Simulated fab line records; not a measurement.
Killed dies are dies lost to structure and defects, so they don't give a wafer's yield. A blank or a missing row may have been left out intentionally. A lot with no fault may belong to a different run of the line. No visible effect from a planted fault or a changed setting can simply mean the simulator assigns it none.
A struck lot beside a sound one ; flow nand-harc ; 18 steps out of a route of 1159
Sound: these wafers, L178.1, L178.3, L178.6. Wafers L177.1, L177.5, L177.6 were the ones struck. At the end, the cause is stated.
At each step with rows: each side's tool, then ch and its chambers, then its first start. Under that, the readings that differ: sound wafers ; struck wafers ; difference of the means ; sigmas: that difference in standard deviations of wafers without a fault.
alike: words and numbers the same on both sides, and readings whose means are apart by under 2 such deviations; not compared: readings that were withheld, readings missing a value for some wafer, numbers with overlapping values and no deviation given by the record, and bounds like >300 which may hide the same value.
The two part at a step that has a row with sigmas, a row that says differs or no value, or rows on one side only. Numbers that have no deviation but don't overlap get no sigmas and don't part them. A reading missing from all wafers of one side parts the sides only when that side holds two or more wafers.

NHARC_P_GATE_CD_MEAS_46: target cd 720 nm.
  sound on cd-sem-03 ch 0, day 6 01:20; struck on cd-sem-01 ch 0, day 6 02:04
  alike: cd-nm
then, 1 step without rows for these wafers: NHARC_P_GATE_HARDBAKE_47 (time 80 s).
NHARC_P_GATE_DESCUM_48: chemistry O2, time 3 s.
  sound on rie-diel-08 ch 0,1, day 6 01:30; struck on rie-diel-07 ch 0,2,3, day 6 02:14
  alike: drypump-motor-current-A, oes-product-au, rf-vpp-V, showerhead-plenum-p-Torr, throttle-valve-pct
  not compared: rf-hours-counter-h
after that, 1 step had no rows for these wafers: NHARC_P_GATE_IMPLANT_49.
NHARC_P_GATE_STRIP_111: strips in N2/H2, time 250 s.
  sound on plasma-asher-02 ch 0,1, day 6 01:55; struck on plasma-asher-01 ch 0,1, day 6 02:35
  alike: drypump-motor-current-A, heater-power-w
  not compared: rf-hours-counter-h
NHARC_P_GATE_STRIP_75: strips in O2.
  sound on plasma-asher-02 ch 0,1, day 6 02:11; struck on plasma-asher-01 ch 0,1, day 6 02:53
  alike: drypump-motor-current-A, heater-power-w
  not compared: rf-hours-counter-h
then, 6 steps without rows for these wafers: NHARC_P_GATE_STRIP_50 (strips in SPM, time 900 s); NHARC_P_GATE_DEHYDRATE_51 (time 120 s); NHARC_P_GATE_HMDS_52 (time 30 s); NHARC_P_GATE_COAT_53; NHARC_P_GATE_SOFTBAKE_54 (time 95 s); NHARC_P_GATE_EBR_55.
NHARC_P_GATE_EXPOSE_56: exposes mask P PSD, target cd 720 nm.
  sound on krf-scanner-03 ch 0, day 6 02:56; struck on krf-scanner-04 ch 0, day 6 03:40
reading;sound;struck;difference;sigmas
mask;P_PSD#0 P_PSD#0 P_PSD#0;P_HVN#0 P_HVN#0 P_HVN#0;differs;
then, 2 steps without rows for these wafers: NHARC_P_GATE_PEB_57 (peb time 85 s); NHARC_P_GATE_DEVELOP_58 (time 70 s).
NHARC_P_GATE_CD_MEAS_59: target cd 720 nm.
  sound on cd-sem-03 ch 0, day 6 03:06; struck on cd-sem-01 ch 0, day 6 03:49
reading;sound;struck;difference;sigmas
cd-nm (nm);721.6 720.2 722.5;- - -;no value on the struck wafers;
then, 1 step without rows for these wafers: NHARC_P_GATE_HARDBAKE_60 (time 80 s).
-- break in the record here, with 14 days between the starts of the struck wafers on either side (left off in module P_GATE, picked up again in module END, where the first step shown is number 1159 on the route) --
NHARC_END_SORT_01:
  at this point the record logs the struck wafers (prober-01 ch 0, day 20 03:20) and has no rows for the sound ones

## WHERE THEY PART
At NHARC_P_GATE_EXPOSE_56 first; at NHARC_END_SORT_01 last (within this record only).

WHY: the cause the simulator had injected
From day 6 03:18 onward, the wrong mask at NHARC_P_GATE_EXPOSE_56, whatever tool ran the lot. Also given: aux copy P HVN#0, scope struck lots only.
